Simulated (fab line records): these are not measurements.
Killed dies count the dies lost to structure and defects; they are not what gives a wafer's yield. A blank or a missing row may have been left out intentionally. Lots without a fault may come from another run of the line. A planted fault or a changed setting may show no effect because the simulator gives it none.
Chamber matching | flow nand-harc | 3 sister chambers for NHARC_A_SLIT_DEP_25 on pecvd-03
The step deposits SiO2, target thk 200 nm. 6 wafers are shown with their chamber, then 9 later ones without.

== EACH WAFER AND ITS CHAMBER ==
wafer  | chamber | heater-power-w (W) | throttle-valve-pct (%)
L086.1 | 0       | 498                | 15.9
L087.5 | 2       | 578                | 15.1
L087.6 | 1       | 523                | 15.8
L088.1 | 0       | 498                | 15.6
L088.5 | 2       | 678                | 15.5
L088.6 | 1       | 490                | 15.5

== WAFERS WHOSE CHAMBER IS MISSING ==
wafer  | heater-power-w (W) | throttle-valve-pct (%)
L091.1 | 401                | 16.2
L091.2 | 448                | 15.6
L091.3 | 565                | 15.5
L094.1 | 654                | 15.6
L094.2 | 439                | 15.8
L094.5 | 466                | 16.1
L095.3 | 458                | 15.5
L095.4 | 430                | 16.0
L095.6 | 677                | 15.5

== WHICH CHAMBER EACH WENT THROUGH ==
wafer  | from the rows above          | in truth
L091.1 | can't be placed: 0 or 1      | 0
L091.2 | can't be placed: 0 or 1      | 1
L091.3 | can't be placed: 1 or 2 or 0 | 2
L094.1 | 2                            | 2
L094.2 | can't be placed: 0 or 1      | 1
L094.5 | can't be placed: 0 or 1      | 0
L095.3 | can't be placed: 1 or 0      | 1
L095.4 | can't be placed: 0 or 1      | 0
L095.6 | 2                            | 2
Correctly placed: 2 of 9. Not placeable from these rows: 7 (in 7, the candidates include the true chamber). Placed wrongly: 0.
How it was worked out, from the rows above alone: a wafer's distance from a chamber is the root of the sum, over the readings, of the square of ((its reading less the chamber's mean) divided by the reading's scatter). If the next closest chamber is less than 2 further off than the closest, the wafer can't be placed; otherwise it belongs to the closest. Each chamber's mean is taken over the wafers shown for it. The scatter: the root of (the sum of the squares of (reading less its chamber's mean) over the shown wafers, divided by (wafers less chambers)).
